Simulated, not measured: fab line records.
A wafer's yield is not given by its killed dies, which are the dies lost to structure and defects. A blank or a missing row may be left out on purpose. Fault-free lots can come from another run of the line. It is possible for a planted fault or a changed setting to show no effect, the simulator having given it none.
Which tool did it? || flow n5-finfet || 21 wafers from 7 lots sampled at 8 of the route's 1938 steps

WHAT THE GAUGES READ, wafer by wafer
N5_BEOL_M8_OVL_MEAS_29. Usual: for V7_OVL the level is 0.1 nm and the standard deviation is 0.6.
{"lot": "L649", "measured": "day 11 08:46", "on": "overlay-01", "V7_OVL (nm)": "-0.4 0.7 -0.4", "flag": ""}
{"lot": "L651", "measured": "day 11 16:35", "on": "overlay-02", "V7_OVL (nm)": "0.5 -0.6 -0.3", "flag": ""}
{"lot": "L652", "measured": "day 12 17:35", "on": "overlay-01", "V7_OVL (nm)": "-0.1 -0.2 -0.5", "flag": ""}
{"lot": "L655", "measured": "day 13 03:58", "on": "overlay-02", "V7_OVL (nm)": "-0.4 0.0 0.5", "flag": ""}
{"lot": "L662", "measured": "day 14 23:47", "on": "overlay-02", "V7_OVL (nm)": "-0.4 0.1 0.6", "flag": ""}
{"lot": "L664", "measured": "day 15 05:52", "on": "overlay-02", "V7_OVL (nm)": "0.1 0.0 -0.6", "flag": ""}
{"lot": "L665", "measured": "day 15 12:34", "on": "overlay-01", "V7_OVL (nm)": "1.0 -0.4 -1.1", "flag": ""}

N5_BEOL_M8_OCD_MEAS_38. Usual: trench-depth-nm reads 93.5 nm (standard deviation 1).
{"lot": "L649", "measured": "day 11 09:49", "on": "ocd-02", "trench-depth-nm (nm)": "92.4 93.6 91.9", "flag": ""}
{"lot": "L651", "measured": "day 11 17:09", "on": "ocd-01", "trench-depth-nm (nm)": "93.5 93.5 92.9", "flag": ""}
{"lot": "L652", "measured": "day 12 18:06", "on": "ocd-01", "trench-depth-nm (nm)": "93.6 93.4 96.1", "flag": ""}
{"lot": "L655", "measured": "day 13 04:29", "on": "ocd-01", "trench-depth-nm (nm)": "96.9 130.6 93.3", "flag": "OFF"}
{"lot": "L662", "measured": "day 15 00:19", "on": "ocd-02", "trench-depth-nm (nm)": "92.9 94.4 93.7", "flag": ""}
{"lot": "L664", "measured": "day 15 06:24", "on": "ocd-02", "trench-depth-nm (nm)": "93.1 92.8 94.7", "flag": ""}
{"lot": "L665", "measured": "day 15 13:04", "on": "ocd-02", "trench-depth-nm (nm)": "93.1 93.8 92.3", "flag": ""}

N5_BEOL_M8_THK_MEAS_53: measures by xrf. Usual: for M8_THK the level is 80.3 nm and the standard deviation is 1.4.
{"lot": "L649", "measured": "day 11 13:34", "on": "film-metro-02", "M8_THK (nm)": "80.8 80.5 79.2", "flag": ""}
{"lot": "L651", "measured": "day 11 21:22", "on": "film-metro-01", "M8_THK (nm)": "80.1 80.1 80.0", "flag": ""}
{"lot": "L652", "measured": "day 12 21:38", "on": "film-metro-02", "M8_THK (nm)": "82.4 81.1 83.3", "flag": ""}
{"lot": "L655", "measured": "day 13 07:56", "on": "film-metro-01", "M8_THK (nm)": "82.3 115.7 77.9", "flag": "OFF"}
{"lot": "L662", "measured": "day 15 02:52", "on": "film-metro-01", "M8_THK (nm)": "80.1 82.1 81.0", "flag": ""}
{"lot": "L664", "measured": "day 15 08:53", "on": "film-metro-02", "M8_THK (nm)": "81.1 81.6 81.6", "flag": ""}
{"lot": "L665", "measured": "day 15 16:47", "on": "film-metro-02", "M8_THK (nm)": "80.9 81.2 77.9", "flag": ""}

N5_BEOL_M8_RS_MEAS_57: measures by four-point-probe. Usual: for M8_RS the level is 0.288 ohm/sq and the standard deviation is 0.0056.
{"lot": "L649", "measured": "day 11 13:42", "on": "film-metro-01", "M8_RS (ohm/sq)": "0.284 0.285 0.290", "flag": ""}
{"lot": "L651", "measured": "day 11 21:29", "on": "film-metro-01", "M8_RS (ohm/sq)": "0.289 0.292 0.293", "flag": ""}
{"lot": "L652", "measured": "day 12 21:46", "on": "film-metro-01", "M8_RS (ohm/sq)": "0.284 0.289 0.282", "flag": ""}
{"lot": "L655", "measured": "day 13 08:04", "on": "film-metro-01", "M8_RS (ohm/sq)": "0.274 0.186 0.294", "flag": "OFF"}
{"lot": "L662", "measured": "day 15 02:59", "on": "film-metro-01", "M8_RS (ohm/sq)": "0.288 0.279 0.285", "flag": ""}
{"lot": "L664", "measured": "day 15 09:01", "on": "film-metro-02", "M8_RS (ohm/sq)": "0.285 0.282 0.284", "flag": ""}
{"lot": "L665", "measured": "day 15 16:55", "on": "film-metro-01", "M8_RS (ohm/sq)": "0.284 0.284 0.299", "flag": ""}

N5_BEOL_M15_RC_MEAS_101. Usual: COMB_M10 1.4e-11 S/m, standard deviation 3.2e-12; COMB_M11 1.4e-11 S/m, standard deviation 3.1e-12; COMB_M11_max_site 2e-11 S/m, standard deviation 5.3e-12; COMB_M12 6.3e-12 S/m, standard deviation 1.4e-12; COMB_M13 4.3e-12 S/m, standard deviation 9.4e-13; COMB_M14 3.3e-12 S/m, standard deviation 8.2e-13; COMB_M15 2.3e-12 S/m, standard deviation 5.4e-13; COMB_M5 3.6e-11 S/m, standard deviation 6.7e-12; COMB_M6 2.4e-11 S/m, standard deviation 5e-12; COMB_M7 2.5e-11 S/m, standard deviation 4.8e-12; COMB_M9 1.4e-11 S/m, standard deviation 3.1e-12; SERP_M10 3.08 ohm/um, standard deviation 0.059; SERP_M11 3.04 ohm/um, standard deviation 0.058; SERP_M12 0.632 ohm/um, standard deviation 0.011; SERP_M13 0.309 ohm/um, standard deviation 0.0048; SERP_M14 0.1610 ohm/um, standard deviation 0.0025; SERP_M5 38.3 ohm/um, standard deviation 1.3; SERP_M6 13.8 ohm/um, standard deviation 0.44; SERP_M7 13.9 ohm/um, standard deviation 0.4; SERP_M8 14.0 ohm/um, standard deviation 0.42; SERP_M8_max_site 14.6 ohm/um, standard deviation 0.48; SERP_M9 3.06 ohm/um, standard deviation 0.068.
{"lot": "L649", "measured": "day 13 14:15", "on": "prober-02", "COMB_M10 (S/m)": "1e-11 1.1e-11 1.5e-11", "COMB_M11 (S/m)": "1.4e-11 1.4e-11 1.6e-11", "COMB_M11_max_site (S/m)": "1.9e-11 1.9e-11 2.2e-11", "COMB_M12 (S/m)": "6.8e-12 5.6e-12 6.9e-12", "COMB_M13 (S/m)": "2.6e-12 3.9e-12 4.9e-12", "COMB_M14 (S/m)": "2.3e-12 2.2e-12 2.6e-12", "COMB_M15 (S/m)": "3.1e-12 3.3e-12 1.7e-12", "COMB_M5 (S/m)": "3.4e-11 3.3e-11 4.2e-11", "COMB_M6 (S/m)": "2.2e-11 2.5e-11 1.5e-11", "COMB_M7 (S/m)": "2.5e-11 2.8e-11 2.2e-11", "COMB_M9 (S/m)": "8e-12 9e-12 9e-12", "SERP_M10 (ohm/um)": "3.13 2.99 3.18", "SERP_M11 (ohm/um)": "2.94 3.00 3.05", "SERP_M12 (ohm/um)": "0.636 0.640 0.630", "SERP_M13 (ohm/um)": "0.316 0.312 0.313", "SERP_M14 (ohm/um)": "0.1616 0.1602 0.1585", "SERP_M5 (ohm/um)": "37.8 37.3 35.4", "SERP_M6 (ohm/um)": "13.7 13.8 13.7", "SERP_M7 (ohm/um)": "14.2 13.6 13.7", "SERP_M8 (ohm/um)": "13.7 14.1 14.3", "SERP_M8_max_site (ohm/um)": "14.4 14.4 14.7", "SERP_M9 (ohm/um)": "3.12 3.04 3.07", "flag": ""}
{"lot": "L651", "measured": "day 13 21:41", "on": "prober-02", "COMB_M10 (S/m)": "1.5e-11 1.4e-11 1.6e-11", "COMB_M11 (S/m)": "2.4e-11 2.1e-11 1.6e-11", "COMB_M11_max_site (S/m)": "3.5e-11 3.3e-11 2.4e-11", "COMB_M12 (S/m)": "4.2e-12 6.8e-12 6e-12", "COMB_M13 (S/m)": "5.7e-12 3.8e-12 4.7e-12", "COMB_M14 (S/m)": "2.4e-12 3.2e-12 2.4e-12", "COMB_M15 (S/m)": "1.8e-12 1.2e-12 1.5e-12", "COMB_M5 (S/m)": "3e-11 2.7e-11 2.7e-11", "COMB_M6 (S/m)": "2.7e-11 2.8e-11 2.5e-11", "COMB_M7 (S/m)": "3e-11 2e-11 1.9e-11", "COMB_M9 (S/m)": "1.5e-11 1.1e-11 1.4e-11", "SERP_M10 (ohm/um)": "3.07 3.12 3.06", "SERP_M11 (ohm/um)": "3.03 3.14 3.07", "SERP_M12 (ohm/um)": "0.626 0.634 0.614", "SERP_M13 (ohm/um)": "0.308 0.313 0.312", "SERP_M14 (ohm/um)": "0.1568 0.1621 0.1576", "SERP_M5 (ohm/um)": "39.2 40.0 38.8", "SERP_M6 (ohm/um)": "13.4 13.3 13.2", "SERP_M7 (ohm/um)": "14.2 14.2 14.0", "SERP_M8 (ohm/um)": "13.5 14.0 13.9", "SERP_M8_max_site (ohm/um)": "13.9 14.4 14.5", "SERP_M9 (ohm/um)": "3.11 3.07 3.06", "flag": ""}
{"lot": "L652", "measured": "day 15 05:25", "on": "prober-02", "COMB_M10 (S/m)": "1.6e-11 1.4e-11 1.3e-11", "COMB_M11 (S/m)": "1.3e-11 1.1e-11 1.1e-11", "COMB_M11_max_site (S/m)": "1.5e-11 1.3e-11 1.5e-11", "COMB_M12 (S/m)": "7.4e-12 4.9e-12 6.3e-12", "COMB_M13 (S/m)": "2.7e-12 5.4e-12 5e-12", "COMB_M14 (S/m)": "2.5e-12 2.4e-12 3.1e-12", "COMB_M15 (S/m)": "2.5e-12 2.4e-12 1.5e-12", "COMB_M5 (S/m)": "4.7e-11 3.5e-11 4.3e-11", "COMB_M6 (S/m)": "2e-11 2.4e-11 2.3e-11", "COMB_M7 (S/m)": "2.4e-11 2.1e-11 2.2e-11", "COMB_M9 (S/m)": "2e-11 1.4e-11 1.2e-11", "SERP_M10 (ohm/um)": "3.05 3.09 3.09", "SERP_M11 (ohm/um)": "2.99 3.03 3.09", "SERP_M12 (ohm/um)": "0.642 0.631 0.637", "SERP_M13 (ohm/um)": "0.307 0.303 0.307", "SERP_M14 (ohm/um)": "0.1658 0.1608 0.1639", "SERP_M5 (ohm/um)": "39.5 37.2 39.4", "SERP_M6 (ohm/um)": "14.1 13.6 14.2", "SERP_M7 (ohm/um)": "14.3 14.1 14.6", "SERP_M8 (ohm/um)": "13.6 14.5 13.8", "SERP_M8_max_site (ohm/um)": "14.0 15.0 14.8", "SERP_M9 (ohm/um)": "3.18 3.07 3.18", "flag": ""}
{"lot": "L655", "measured": "day 15 10:23", "on": "prober-02", "COMB_M10 (S/m)": "1.4e-11 1.6e-11 1.2e-11", "COMB_M11 (S/m)": "1.1e-11 1.1e-11 1.2e-11", "COMB_M11_max_site (S/m)": "1.5e-11 2.5e-11 1.6e-11", "COMB_M12 (S/m)": "5.9e-12 5.8e-12 5e-12", "COMB_M13 (S/m)": "4.7e-12 6.3e-12 6.4e-12", "COMB_M14 (S/m)": "3.3e-12 4.4e-12 5.3e-12", "COMB_M15 (S/m)": "3.5e-12 2.2e-12 1.9e-12", "COMB_M5 (S/m)": "2.7e-11 4.5e-11 3.5e-11", "COMB_M6 (S/m)": "1.9e-11 1.7e-11 2.3e-11", "COMB_M7 (S/m)": "2.6e-11 2e-11 2e-11", "COMB_M9 (S/m)": "1.2e-11 1.3e-11 1.6e-11", "SERP_M10 (ohm/um)": "3.01 3.19 3.12", "SERP_M11 (ohm/um)": "3.01 2.95 3.17", "SERP_M12 (ohm/um)": "0.632 0.639 0.644", "SERP_M13 (ohm/um)": "0.314 0.308 0.304", "SERP_M14 (ohm/um)": "0.1649 0.1632 0.1630", "SERP_M5 (ohm/um)": "37.9 38.3 37.3", "SERP_M6 (ohm/um)": "13.0 13.5 13.5", "SERP_M7 (ohm/um)": "14.5 13.8 14.0", "SERP_M8 (ohm/um)": "13.3 9.1 14.3", "SERP_M8_max_site (ohm/um)": "13.9 9.7 14.6", "SERP_M9 (ohm/um)": "3.16 3.20 3.07", "flag": "OFF"}
{"lot": "L662", "measured": "day 16 23:35", "on": "prober-01", "COMB_M10 (S/m)": "1.3e-11 1.7e-11 1.2e-11", "COMB_M11 (S/m)": "1.7e-11 1e-11 1.1e-11", "COMB_M11_max_site (S/m)": "3e-11 2.1e-11 1.5e-11", "COMB_M12 (S/m)": "7e-12 5.5e-12 5.4e-12", "COMB_M13 (S/m)": "6e-12 4.2e-12 4.2e-12", "COMB_M14 (S/m)": "3.8e-12 3e-12 3.5e-12", "COMB_M15 (S/m)": "2.5e-12 2.6e-12 1.7e-12", "COMB_M5 (S/m)": "4.1e-11 3.7e-11 5.3e-11", "COMB_M6 (S/m)": "2e-11 2.2e-11 2.8e-11", "COMB_M7 (S/m)": "2.4e-11 2.2e-11 2.5e-11", "COMB_M9 (S/m)": "1.4e-11 1e-11 9e-12", "SERP_M10 (ohm/um)": "3.15 3.07 3.19", "SERP_M11 (ohm/um)": "3.10 3.16 3.08", "SERP_M12 (ohm/um)": "0.601 0.618 0.607", "SERP_M13 (ohm/um)": "0.302 0.305 0.304", "SERP_M14 (ohm/um)": "0.1637 0.1613 0.1601", "SERP_M5 (ohm/um)": "38.8 38.6 37.3", "SERP_M6 (ohm/um)": "13.8 14.0 13.5", "SERP_M7 (ohm/um)": "13.6 14.0 13.8", "SERP_M8 (ohm/um)": "14.0 13.6 14.0", "SERP_M8_max_site (ohm/um)": "14.6 14.4 14.4", "SERP_M9 (ohm/um)": "2.97 3.01 2.93", "flag": ""}
{"lot": "L664", "measured": "day 17 13:18", "on": "prober-01", "COMB_M10 (S/m)": "1.1e-11 1e-11 1.4e-11", "COMB_M11 (S/m)": "1.1e-11 1e-11 9e-12", "COMB_M11_max_site (S/m)": "1.2e-11 1.2e-11 1.3e-11", "COMB_M12 (S/m)": "8.1e-12 3.9e-12 6.4e-12", "COMB_M13 (S/m)": "3.8e-12 5.7e-12 4.7e-12", "COMB_M14 (S/m)": "3.5e-12 4.6e-12 3.3e-12", "COMB_M15 (S/m)": "3.1e-12 2.4e-12 1.7e-12", "COMB_M5 (S/m)": "3.8e-11 3.3e-11 3.5e-11", "COMB_M6 (S/m)": "1.8e-11 2.6e-11 1.8e-11", "COMB_M7 (S/m)": "3e-11 2.1e-11 2e-11", "COMB_M9 (S/m)": "2e-11 1.5e-11 2.2e-11", "SERP_M10 (ohm/um)": "3.06 3.08 3.18", "SERP_M11 (ohm/um)": "2.98 2.96 3.00", "SERP_M12 (ohm/um)": "0.626 0.629 0.633", "SERP_M13 (ohm/um)": "0.303 0.305 0.309", "SERP_M14 (ohm/um)": "0.1591 0.1554 0.1599", "SERP_M5 (ohm/um)": "39.7 39.1 39.7", "SERP_M6 (ohm/um)": "13.7 14.0 14.5", "SERP_M7 (ohm/um)": "13.9 13.8 13.1", "SERP_M8 (ohm/um)": "14.1 13.7 14.1", "SERP_M8_max_site (ohm/um)": "14.3 14.5 14.5", "SERP_M9 (ohm/um)": "2.98 3.06 2.96", "flag": ""}
{"lot": "L665", "measured": "day 17 17:03", "on": "prober-02", "COMB_M10 (S/m)": "1.4e-11 1.8e-11 1.6e-11", "COMB_M11 (S/m)": "1.3e-11 1.5e-11 1.6e-11", "COMB_M11_max_site (S/m)": "2.1e-11 1.9e-11 2.2e-11", "COMB_M12 (S/m)": "4.7e-12 5e-12 5.9e-12", "COMB_M13 (S/m)": "3.5e-12 3.9e-12 4.2e-12", "COMB_M14 (S/m)": "3.2e-12 4.9e-12 4.7e-12", "COMB_M15 (S/m)": "2.1e-12 2.5e-12 2.2e-12", "COMB_M5 (S/m)": "5.3e-11 4.6e-11 3.5e-11", "COMB_M6 (S/m)": "2e-11 2.7e-11 2.1e-11", "COMB_M7 (S/m)": "3.1e-11 2.2e-11 2.1e-11", "COMB_M9 (S/m)": "1.4e-11 1.6e-11 1.6e-11", "SERP_M10 (ohm/um)": "3.11 3.10 3.11", "SERP_M11 (ohm/um)": "2.96 3.02 3.02", "SERP_M12 (ohm/um)": "0.632 0.622 0.628", "SERP_M13 (ohm/um)": "0.309 0.307 0.302", "SERP_M14 (ohm/um)": "0.1621 0.1601 0.1587", "SERP_M5 (ohm/um)": "36.7 37.9 38.0", "SERP_M6 (ohm/um)": "13.5 14.0 14.1", "SERP_M7 (ohm/um)": "13.4 13.7 12.8", "SERP_M8 (ohm/um)": "13.8 13.3 14.7", "SERP_M8_max_site (ohm/um)": "14.5 14.0 15.4", "SERP_M9 (ohm/um)": "3.01 3.11 3.13", "flag": ""}

WHAT TOOL EACH LOT RAN ON (gives the tool, then ch and the chambers of the sampled wafers, and finally the start)
{"lot": "L649", "N5_BEOL_M8_ETCH_62": "rie-diel-05 ch 0,1,3, day 11 05:59", "N5_BEOL_M8_ETCH_72": "rie-diel-06 ch 0,1,2, day 11 09:25", "N5_BEOL_M8_TRENCH_ETCH_37": "rie-diel-06 ch 0,1,2, day 11 09:39"}
{"lot": "L651", "N5_BEOL_M8_ETCH_62": "rie-diel-06 ch 0,2, day 11 15:47", "N5_BEOL_M8_ETCH_72": "rie-diel-05 ch 1,3, day 11 16:45", "N5_BEOL_M8_TRENCH_ETCH_37": "rie-diel-05 ch 1,3, day 11 16:59"}
{"lot": "L652", "N5_BEOL_M8_ETCH_62": "rie-diel-06 ch 1,2, day 12 15:52", "N5_BEOL_M8_ETCH_72": "rie-diel-06 ch 0,1,3, day 12 17:43", "N5_BEOL_M8_TRENCH_ETCH_37": "rie-diel-06 ch 0,1,3, day 12 17:57"}
{"lot": "L655", "N5_BEOL_M8_ETCH_62": "rie-diel-04 ch 0,1,2, day 13 01:04", "N5_BEOL_M8_ETCH_72": "rie-diel-06 ch 0,1,3, day 13 04:05", "N5_BEOL_M8_TRENCH_ETCH_37": "rie-diel-06 ch 0,1,3, day 13 04:20"}
{"lot": "L662", "N5_BEOL_M8_ETCH_62": "rie-diel-04 ch 0,1,2, day 14 19:13", "N5_BEOL_M8_ETCH_72": "rie-diel-04 ch 0,2,3, day 14 23:55", "N5_BEOL_M8_TRENCH_ETCH_37": "rie-diel-04 ch 0,2,3, day 15 00:09"}
{"lot": "L664", "N5_BEOL_M8_ETCH_62": "rie-diel-04 ch 1,2, day 15 04:21", "N5_BEOL_M8_ETCH_72": "rie-diel-04 ch 0,1,3, day 15 06:00", "N5_BEOL_M8_TRENCH_ETCH_37": "rie-diel-04 ch 0,1,3, day 15 06:14"}
{"lot": "L665", "N5_BEOL_M8_ETCH_62": "rie-diel-05 ch 1,3, day 15 11:43", "N5_BEOL_M8_ETCH_72": "rie-diel-05 ch 1,3, day 15 12:40", "N5_BEOL_M8_TRENCH_ETCH_37": "rie-diel-05 ch 1,3, day 15 12:55"}
- N5_BEOL_M8_ETCH_62: etches SOC in N2/H2, target depth 110 nm, overetch 22 nm, time 165 s.
- N5_BEOL_M8_ETCH_72: etches underlayer in N2/H2, target depth 6.5 nm, time 5.2 s.
- N5_BEOL_M8_TRENCH_ETCH_37: etches SiCOH lowk in C4F6/O2, target depth 93.478 nm, time 31.2 s.

AS READ BY THE TOOLS THEMSELVES (means over the sampled wafers that have a number; for cases with no such wafer, the mark the record gives instead)
N5_BEOL_M8_ETCH_62. Usual: drypump-motor-current-A 5.8 A, standard deviation 0.38; oes-product-au 0.69 a.u., standard deviation 0.061; rf-vpp-V 525.1 V, standard deviation 2.4; showerhead-plenum-p-Torr 2.59 Torr, standard deviation 0.077; throttle-valve-pct 17.62 %, standard deviation 0.25.
{"lot": "L649", "tool": "rie-diel-05", "drypump-motor-current-A (A)": 5.6, "oes-product-au (a.u.)": 0.72, "rf-vpp-V (V)": 527.1, "showerhead-plenum-p-Torr (Torr)": 2.62, "throttle-valve-pct (%)": 17.69, "flag": ""}
{"lot": "L651", "tool": "rie-diel-06", "drypump-motor-current-A (A)": 5.8, "oes-product-au (a.u.)": 0.62, "rf-vpp-V (V)": 522.8, "showerhead-plenum-p-Torr (Torr)": 2.50, "throttle-valve-pct (%)": 17.75, "flag": ""}
{"lot": "L652", "tool": "rie-diel-06", "drypump-motor-current-A (A)": 6.0, "oes-product-au (a.u.)": 0.65, "rf-vpp-V (V)": 523.6, "showerhead-plenum-p-Torr (Torr)": 2.51, "throttle-valve-pct (%)": 17.86, "flag": ""}
{"lot": "L655", "tool": "rie-diel-04", "drypump-motor-current-A (A)": 5.8, "oes-product-au (a.u.)": 0.68, "rf-vpp-V (V)": 524.2, "showerhead-plenum-p-Torr (Torr)": 2.56, "throttle-valve-pct (%)": 17.73, "flag": ""}
{"lot": "L662", "tool": "rie-diel-04", "drypump-motor-current-A (A)": 5.8, "oes-product-au (a.u.)": 0.66, "rf-vpp-V (V)": 524.6, "showerhead-plenum-p-Torr (Torr)": 2.56, "throttle-valve-pct (%)": 17.75, "flag": ""}
{"lot": "L664", "tool": "rie-diel-04", "drypump-motor-current-A (A)": 6.0, "oes-product-au (a.u.)": 0.66, "rf-vpp-V (V)": 524.1, "showerhead-plenum-p-Torr (Torr)": 2.56, "throttle-valve-pct (%)": 17.68, "flag": ""}
{"lot": "L665", "tool": "rie-diel-05", "drypump-motor-current-A (A)": 5.8, "oes-product-au (a.u.)": 0.69, "rf-vpp-V (V)": 524.2, "showerhead-plenum-p-Torr (Torr)": 2.54, "throttle-valve-pct (%)": 17.66, "flag": ""}

N5_BEOL_M8_ETCH_72. Usual: drypump-motor-current-A 5.8 A, standard deviation 0.42; etch-rf-on-time-s 5.20 s, standard deviation 0.059; oes-product-au 0.68 a.u., standard deviation 0.064; rf-vpp-V 524.9 V, standard deviation 2.7; showerhead-plenum-p-Torr 2.59 Torr, standard deviation 0.086; throttle-valve-pct 17.67 %, standard deviation 0.24.
{"lot": "L649", "tool": "rie-diel-06", "drypump-motor-current-A (A)": 6.0, "etch-rf-on-time-s (s)": 5.26, "oes-product-au (a.u.)": 0.65, "rf-vpp-V (V)": 524.3, "showerhead-plenum-p-Torr (Torr)": 2.55, "throttle-valve-pct (%)": 17.80, "flag": ""}
{"lot": "L651", "tool": "rie-diel-05", "drypump-motor-current-A (A)": 5.7, "etch-rf-on-time-s (s)": 5.22, "oes-product-au (a.u.)": 0.68, "rf-vpp-V (V)": 524.8, "showerhead-plenum-p-Torr (Torr)": 2.60, "throttle-valve-pct (%)": 17.66, "flag": ""}
{"lot": "L652", "tool": "rie-diel-06", "drypump-motor-current-A (A)": 6.3, "etch-rf-on-time-s (s)": 5.22, "oes-product-au (a.u.)": 0.71, "rf-vpp-V (V)": 528.1, "showerhead-plenum-p-Torr (Torr)": 2.64, "throttle-valve-pct (%)": 17.60, "flag": ""}
{"lot": "L655", "tool": "rie-diel-06", "drypump-motor-current-A (A)": 6.3, "etch-rf-on-time-s (s)": 5.21, "oes-product-au (a.u.)": 0.69, "rf-vpp-V (V)": 526.5, "showerhead-plenum-p-Torr (Torr)": 2.64, "throttle-valve-pct (%)": 17.59, "flag": ""}
{"lot": "L662", "tool": "rie-diel-04", "drypump-motor-current-A (A)": 5.6, "etch-rf-on-time-s (s)": 5.18, "oes-product-au (a.u.)": 0.68, "rf-vpp-V (V)": 524.8, "showerhead-plenum-p-Torr (Torr)": 2.56, "throttle-valve-pct (%)": 17.82, "flag": ""}
{"lot": "L664", "tool": "rie-diel-04", "drypump-motor-current-A (A)": 5.7, "etch-rf-on-time-s (s)": 5.14, "oes-product-au (a.u.)": 0.70, "rf-vpp-V (V)": 524.1, "showerhead-plenum-p-Torr (Torr)": 2.56, "throttle-valve-pct (%)": 17.58, "flag": ""}
{"lot": "L665", "tool": "rie-diel-05", "drypump-motor-current-A (A)": 5.8, "etch-rf-on-time-s (s)": 5.19, "oes-product-au (a.u.)": 0.69, "rf-vpp-V (V)": 524.1, "showerhead-plenum-p-Torr (Torr)": 2.54, "throttle-valve-pct (%)": 17.68, "flag": ""}

N5_BEOL_M8_TRENCH_ETCH_37. Usual: drypump-motor-current-A 5.8 A, standard deviation 0.42; oes_o_777_au 0.80 a.u., standard deviation 0.074; oes-product-au 0.80 a.u., standard deviation 0.077; rf-vpp-V 667 V, standard deviation 6.3; showerhead-plenum-p-Torr 2.89 Torr, standard deviation 0.091; throttle-valve-pct 20.73 %, standard deviation 0.24.
{"lot": "L649", "tool": "rie-diel-06", "drypump-motor-current-A (A)": 6.0, "oes_o_777_au (a.u.)": 0.76, "oes-product-au (a.u.)": 0.76, "rf-vpp-V (V)": 661, "showerhead-plenum-p-Torr (Torr)": 2.85, "throttle-valve-pct (%)": 20.86, "flag": ""}
{"lot": "L651", "tool": "rie-diel-05", "drypump-motor-current-A (A)": 5.8, "oes_o_777_au (a.u.)": 0.78, "oes-product-au (a.u.)": 0.79, "rf-vpp-V (V)": 672, "showerhead-plenum-p-Torr (Torr)": 2.90, "throttle-valve-pct (%)": 20.74, "flag": ""}
{"lot": "L652", "tool": "rie-diel-06", "drypump-motor-current-A (A)": 6.3, "oes_o_777_au (a.u.)": 0.82, "oes-product-au (a.u.)": 0.83, "rf-vpp-V (V)": 665, "showerhead-plenum-p-Torr (Torr)": 2.94, "throttle-valve-pct (%)": 20.61, "flag": ""}
{"lot": "L655", "tool": "rie-diel-06", "drypump-motor-current-A (A)": 6.3, "oes_o_777_au (a.u.)": 0.82, "oes-product-au (a.u.)": 0.90, "rf-vpp-V (V)": 665, "showerhead-plenum-p-Torr (Torr)": 2.94, "throttle-valve-pct (%)": 20.65, "flag": ""}
{"lot": "L662", "tool": "rie-diel-04", "drypump-motor-current-A (A)": 5.6, "oes_o_777_au (a.u.)": 0.80, "oes-product-au (a.u.)": 0.80, "rf-vpp-V (V)": 673, "showerhead-plenum-p-Torr (Torr)": 2.87, "throttle-valve-pct (%)": 20.91, "flag": ""}
{"lot": "L664", "tool": "rie-diel-04", "drypump-motor-current-A (A)": 5.7, "oes_o_777_au (a.u.)": 0.81, "oes-product-au (a.u.)": 0.81, "rf-vpp-V (V)": 673, "showerhead-plenum-p-Torr (Torr)": 2.87, "throttle-valve-pct (%)": 20.71, "flag": ""}
{"lot": "L665", "tool": "rie-diel-05", "drypump-motor-current-A (A)": 5.8, "oes_o_777_au (a.u.)": 0.80, "oes-product-au (a.u.)": 0.81, "rf-vpp-V (V)": 669, "showerhead-plenum-p-Torr (Torr)": 2.84, "throttle-valve-pct (%)": 20.77, "flag": ""}

THE ANSWER, worked out from the rows above alone
Rule: lot off if the mean of its wafers having a number is beyond 3 standard deviations from the usual mean. Also off: a lot with no number at a reading for which 4 or more lots have one. All remaining lots with rows at the step are treated as sound. First the gauges in route order, then the tools' own readings, where a lot's mean is used as printed above. At the first step where some lot is off, the reading lying furthest off is the one used; lots without a number count as furthest.
Off: L655 (N5_BEOL_M8_OCD_MEAS_38, trench-depth-nm).
A tool fits if, at a process step before that reading, it ran every lot that is off, and no sound lot after the first of them. The gauges at N5_BEOL_M8_OCD_MEAS_38 aren't tried: what is off there is off at N5_BEOL_M8_THK_MEAS_53 too, on other tools, and a gauge's error can't cause that. One fits: rie-diel-06 at N5_BEOL_M8_ETCH_72 and N5_BEOL_M8_TRENCH_ETCH_37. At N5_BEOL_M8_ETCH_72 its last sound lot is L652 (day 12 17:43), its first lot that is off L655 (day 13 04:05): a fault that began between those two fits.

WHAT THE SIMULATOR PUT IN
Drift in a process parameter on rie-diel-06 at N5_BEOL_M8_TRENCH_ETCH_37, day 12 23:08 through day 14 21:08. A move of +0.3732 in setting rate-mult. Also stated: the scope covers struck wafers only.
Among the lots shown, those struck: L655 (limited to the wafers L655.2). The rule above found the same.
